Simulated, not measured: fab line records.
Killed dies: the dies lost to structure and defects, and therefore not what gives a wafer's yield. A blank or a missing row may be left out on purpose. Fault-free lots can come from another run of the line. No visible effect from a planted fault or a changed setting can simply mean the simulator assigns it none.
Chamber matching    flow n5 finfet    N5_BEOL_M4_ALD_98 on ald sin-03: 4 sister chambers
The step deposits SiO2, target thk 2.5 nm, pulse time 1 s, co reactant pulse time 1 s. 8 wafers are shown with their chamber, then 10 later ones without.

## WAFERS PAIRED WITH THEIR CHAMBERS
wafer   chamber  heater power w (W)  susceptor temp C (C)
L080.5  0        94                  100.13
L086.1  3        67                  99.79
L086.3  1        74                  100.11
L087.1  2        90                  99.95
L087.2  0        91                  100.06
L087.4  3        67                  99.84
L093.1  1        72                  99.82
L093.5  2        88                  99.78

## WAFERS WHOSE CHAMBER IS MISSING
wafer   heater power w (W)  susceptor temp C (C)
L093.6  72                  99.92
L094.2  73                  99.84
L094.3  89                  100.04
L094.5  93                  99.83
L095.1  91                  99.99
L095.2  89                  100.09
L095.4  71                  100.12
L097.1  73                  100.02
L097.4  67                  100.19
L097.5  65                  100.12

## EACH ONE'S CHAMBER
wafer   from the rows above      in truth
L093.6  1                        1
L094.2  1                        1
L094.3  can't be placed: 2 or 0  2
L094.5  can't be placed: 0 or 2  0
L095.1  can't be placed: 0 or 2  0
L095.2  can't be placed: 2 or 0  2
L095.4  can't be placed: 1 or 3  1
L097.1  1                        1
L097.4  can't be placed: 3 or 1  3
L097.5  3                        3
Correct placement for 4 of the 10. Unplaceable from these rows: 6, with the true chamber sitting among the candidates in 6. Placed wrongly: 0.
How it was worked out, from the rows above alone: a wafer's distance from a chamber is the root of the sum, over the readings, of the square of ((its reading less the chamber's mean) divided by the reading's scatter). If the next closest chamber is less than 2 further off than the closest, the wafer can't be placed; otherwise it belongs to the closest. A chamber's mean is the mean of its shown wafers. The scatter is the square root of a quotient: the sum, over the shown wafers, of each reading's squared deviation from its chamber's mean, divided by wafers minus chambers.
